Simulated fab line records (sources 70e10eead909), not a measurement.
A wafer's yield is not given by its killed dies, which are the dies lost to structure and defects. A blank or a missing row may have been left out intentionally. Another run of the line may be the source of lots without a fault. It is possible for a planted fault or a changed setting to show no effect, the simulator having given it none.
Which tool is to blame? ; flow nand_harc ; 33 wafers from 11 lots sampled at 5 of the route's 1302 steps

WHAT EACH GAUGE READ, for each wafer
NHARC_P_M2_THK_MEAS_24: measures by xrf. Usual: thk_nm at 144.1 nm, with a standard deviation of 1.3.
lot;measured;on;thk_nm (nm);flag
L368;day 7 00:06;film_metro-01;144.5 146.3 145.2;
L370;day 7 14:08;film_metro-01;144.2 144.6 146.0;
L369;day 7 15:31;film_metro-01;143.6 143.6 144.6;
L371;day 8 16:24;film_metro-02;143.5 143.8 142.9;
L373;day 9 02:38;film_metro-02;145.7 145.6 145.3;
L376;day 10 02:49;film_metro-01;143.3 143.4 143.7;
L377;day 11 01:04;film_metro-01;142.8 143.3 143.1;
L378;day 11 04:52;film_metro-02;143.6 144.0 147.0;
L380;day 12 21:58;film_metro-01;143.7 143.0 142.2;
L389;day 15 13:08;film_metro-02;143.1 145.2 144.5;
L390;day 16 00:38;film_metro-02;141.9 144.0 143.5;

EACH LOT AND THE TOOL THAT RAN IT (in order: tool; ch and the chambers of the sampled wafers; start)
lot;NHARC_P_M2_ETCH_28;NHARC_P_M2_PVD_20;NHARC_P_M2_ECD_22;NHARC_P_M2_CMP_23
L368;rie_diel-13 ch 0,1, day 6 23:10 or earlier;pvd_sputter-01, day 6 23:10 or earlier;ecd_cu-02 ch 0,1, day 6 23:10;cmp-02 ch 0,1,2, day 6 23:49
L370;rie_diel-09 ch 2,3, day 7 13:05 or earlier;pvd_sputter-02, day 7 13:05 or earlier;ecd_cu-02 ch 0,1, day 7 13:05;cmp-02 ch 0,1,3, day 7 13:49
L369;rie_diel-08 ch 1,2,3, day 7 14:29 or earlier;pvd_sputter-03, day 7 14:29 or earlier;ecd_cu-02 ch 0,1, day 7 14:29;cmp-02 ch 1,2,3, day 7 15:12
L371;rie_diel-09 ch 2,3, day 8 15:25 or earlier;pvd_sputter-01, day 8 15:25 or earlier;ecd_cu-01 ch 0, day 8 15:25;cmp-02 ch 0,1,3, day 8 16:05
L373;rie_diel-13 ch 1,3, day 9 01:38 or earlier;pvd_sputter-02, day 9 01:38 or earlier;ecd_cu-02 ch 0,1, day 9 01:38;cmp-04 ch 0,2,3, day 9 02:20
L376;rie_diel-09 ch 2,3, day 10 01:47 or earlier;pvd_sputter-01, day 10 01:47 or earlier;ecd_cu-01 ch 0,1, day 10 01:47;cmp-04 ch 0,1,3, day 10 02:32
L377;rie_diel-09 ch 0,2,3, day 11 00:03 or earlier;pvd_sputter-02, day 11 00:03 or earlier;ecd_cu-01 ch 0,1, day 11 00:03;cmp-04 ch 0,1,3, day 11 00:46
L378;rie_diel-09 ch 1,2,3, day 11 03:50 or earlier;pvd_sputter-02, day 11 03:50 or earlier;ecd_cu-01 ch 0,1, day 11 03:50;cmp-02 ch 1,2,3, day 11 04:34
L380;rie_diel-09 ch 0,2,3, day 12 20:56 or earlier;pvd_sputter-01, day 12 20:56 or earlier;ecd_cu-01 ch 0,1, day 12 20:56;cmp-04 ch 0,1,3, day 12 21:39
L389;rie_diel-09 ch 1,3, day 15 12:08 or earlier;pvd_sputter-03, day 15 12:08 or earlier;ecd_cu-02 ch 0, day 15 12:08;cmp-01 ch 0,2, day 15 12:49
L390;rie_diel-09 ch 1,2, day 15 23:39 or earlier;pvd_sputter-03, day 15 23:39 or earlier;ecd_cu-02 ch 0,1, day 15 23:39;cmp-02 ch 1,2,3, day 16 00:25
- NHARC_P_M2_ETCH_28: etches the open film in CF4/N2, target depth 30 nm, time 72.99 s.
- NHARC_P_M2_PVD_20: deposits TaN, target thk 5 nm, time 8.06 s.
- NHARC_P_M2_ECD_22: material Cu, target thk 400 nm.
- NHARC_P_M2_CMP_23: polishes, t overpolish 20 s, target thk 144.3 nm.

WHAT THE TOOLS THEMSELVES READ (means of the sampled wafers that have a number; where no wafer has one, the mark that the record gives instead)
NHARC_P_M2_ETCH_28. Usual: drypump_motor_current_A 5.7 A, standard deviation 0.47; oes_product_au 1.000 a.u., standard deviation 0.0073; rf_vpp_V 314.6 V, standard deviation 1.4; showerhead_plenum_p_Torr 2.65 Torr, standard deviation 0.072; throttle_valve_pct 19.794 %, standard deviation 0.0091.
lot;tool;drypump_motor_current_A (A);oes_product_au (a.u.);rf_vpp_V (V);showerhead_plenum_p_Torr (Torr);throttle_valve_pct (%);flag
L368;rie_diel-13;5.5;1.006;313.2;2.54;19.791;
L370;rie_diel-09;5.4;0.995;314.0;2.63;19.802;
L369;rie_diel-08;5.9;0.991;315.8;2.75;19.797;
L371;rie_diel-09;5.6;1.001;313.6;2.62;19.790;
L373;rie_diel-13;5.3;0.997;313.2;2.56;19.786;
L376;rie_diel-09;5.6;1.002;314.2;2.62;19.793;
L377;rie_diel-09;5.3;1.003;315.0;2.65;19.783;
L378;rie_diel-09;5.7;0.995;313.8;2.64;19.790;
L380;rie_diel-09;5.3;1.002;314.7;2.64;19.797;
L389;rie_diel-09;6.1;0.992;315.3;2.64;19.799;
L390;rie_diel-09;5.5;0.996;313.7;2.64;19.787;

NHARC_P_M2_PVD_20. Usual: throttle_valve_pct at 30.2 %, with a standard deviation of 0.87.
lot;tool;throttle_valve_pct (%);flag
L368;pvd_sputter-01;30.3;
L370;pvd_sputter-02;30.0;
L369;pvd_sputter-03;30.3;
L371;pvd_sputter-01;29.8;
L373;pvd_sputter-02;29.7;
L376;pvd_sputter-01;30.7;
L377;pvd_sputter-02;30.0;
L378;pvd_sputter-02;29.9;
L380;pvd_sputter-01;29.9;
L389;pvd_sputter-03;29.6;
L390;pvd_sputter-03;30.2;

NHARC_P_M2_CMP_23. Usual: edge_zone_pressure_frac 0.999, standard deviation 0.0049; motor_current_A 12.5 A, standard deviation 1.2; retaining_ring_pressure_frac 1.000, standard deviation 0.005; time_to_endpoint_s 28.8 s, standard deviation 2.1.
lot;tool;edge_zone_pressure_frac;motor_current_A (A);retaining_ring_pressure_frac;time_to_endpoint_s (s);flag
L368;cmp-02;0.997;11.8;1.000;28.8;
L370;cmp-02;0.996;11.2;1.000;28.6;
L369;cmp-02;0.997;11.8;1.002;29.3;
L371;cmp-02;1.006;11.7;1.000;29.9;
L373;cmp-04;1.003;13.9;0.998;31.9;
L376;cmp-04;1.002;14.2;0.999;27.8;
L377;cmp-04;1.001;13.8;1.000;29.6;
L378;cmp-02;0.998;11.7;1.002;30.9;
L380;cmp-04;0.993;13.9;1.001;33.6;
L389;cmp-01;1.001;11.3;1.001;28.1;
L390;cmp-02;1.001;12.0;1.004;26.4;

THE ANSWER, worked out from the rows above alone
Rule: lot off if the mean of its wafers having a number is beyond 3 standard deviations from the usual mean. Also off: a lot with no number at a reading for which 4 or more lots have one. Where the step has rows for the other lots, those lots are counted as sound. The gauges are gone through in route order, then the tools' own readings, and for those a lot's mean is taken as printed above. At the first step where some lot is off, the reading lying furthest off is the one used; lots without a number count as furthest.
Nothing can be told from this: no lot is off at any reading shown.

WHAT HAD BEEN PUT IN BY THE SIMULATOR
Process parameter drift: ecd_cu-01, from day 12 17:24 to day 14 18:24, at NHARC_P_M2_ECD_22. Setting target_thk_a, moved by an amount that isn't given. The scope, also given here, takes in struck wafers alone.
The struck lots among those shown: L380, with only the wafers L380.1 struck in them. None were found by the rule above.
